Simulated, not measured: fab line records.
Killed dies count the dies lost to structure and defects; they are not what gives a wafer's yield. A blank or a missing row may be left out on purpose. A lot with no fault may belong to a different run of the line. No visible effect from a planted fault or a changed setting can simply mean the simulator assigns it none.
Matching of chambers    flow n5-finfet    rie-diel-05 running N5_GATE_CUT_ETCH_37: 3 sister chambers
The step etches SOC in N2/H2, target depth 60 nm, overetch 12 nm, time 90 s. 14 wafers are shown with their chamber, then 7 later ones without.

## EACH WAFER AND ITS CHAMBER
wafer   chamber  showerhead-plenum-p-Torr (Torr)  drypump-motor-current-A (A)  throttle-valve-pct (%)
L726.3  0        2.62                             5.67                         17.7
L726.4  1        2.64                             5.91                         18.2
L726.6  0        2.62                             5.62                         17.7
L728.3  1        2.64                             5.92                         18.1
L728.5  0        2.61                             5.60                         17.7
L728.6  1        2.64                             5.92                         18.1
L729.1  0        2.61                             5.64                         17.7
L729.2  1        2.64                             5.91                         18.2
L729.6  1        2.64                             5.92                         18.2
L730.3  2        2.44                             6.07                         18.1
L730.5  2        2.44                             6.07                         18.1
L730.6  1        2.64                             5.92                         18.2
L734.4  0        2.61                             5.62                         17.7
L734.5  2        2.44                             6.05                         18.2

SIGNATURES (averages over the wafers above)
reading                   chamber 0  chamber 1  chamber 2  scatter within a chamber
showerhead-plenum-p-Torr  2.6140     2.6400     2.4400     0.0033
drypump-motor-current-A   5.6300     5.9167     6.0633     0.0171
throttle-valve-pct        17.700     18.167     18.133     0.0426
Rule: for a wafer and a chamber, the distance is found by dividing, reading by reading, the gap between the wafer's reading and the chamber's mean by the reading's scatter, squaring, summing and taking the root. If the next closest chamber is less than 2 further off than the closest, the wafer can't be placed; otherwise it belongs to the closest. The scatter is the square root of a quotient: the sum, over the shown wafers, of each reading's squared deviation from its chamber's mean, divided by wafers minus chambers.

## WAFERS WITH NO CHAMBER GIVEN
wafer   showerhead-plenum-p-Torr (Torr)  drypump-motor-current-A (A)  throttle-valve-pct (%)
L734.6  2.63                             5.93                         18.2
L744.1  2.43                             6.05                         18.2
L744.2  2.62                             5.90                         18.2
L744.5  2.43                             6.04                         18.2
L747.2  2.62                             5.91                         18.2
L747.3  2.60                             5.60                         17.3
L747.5  2.43                             6.04                         18.2

## THE CHAMBER EACH PASSED THROUGH
wafer   from the rows above  in truth
L734.6  1                    1
L744.1  2                    2
L744.2  1                    1
L744.5  2                    2
L747.2  1                    1
L747.3  0                    0
L747.5  2                    2
Correct placement for 7 of the 7. From these rows, 0 cannot be placed. 0 placed wrongly.
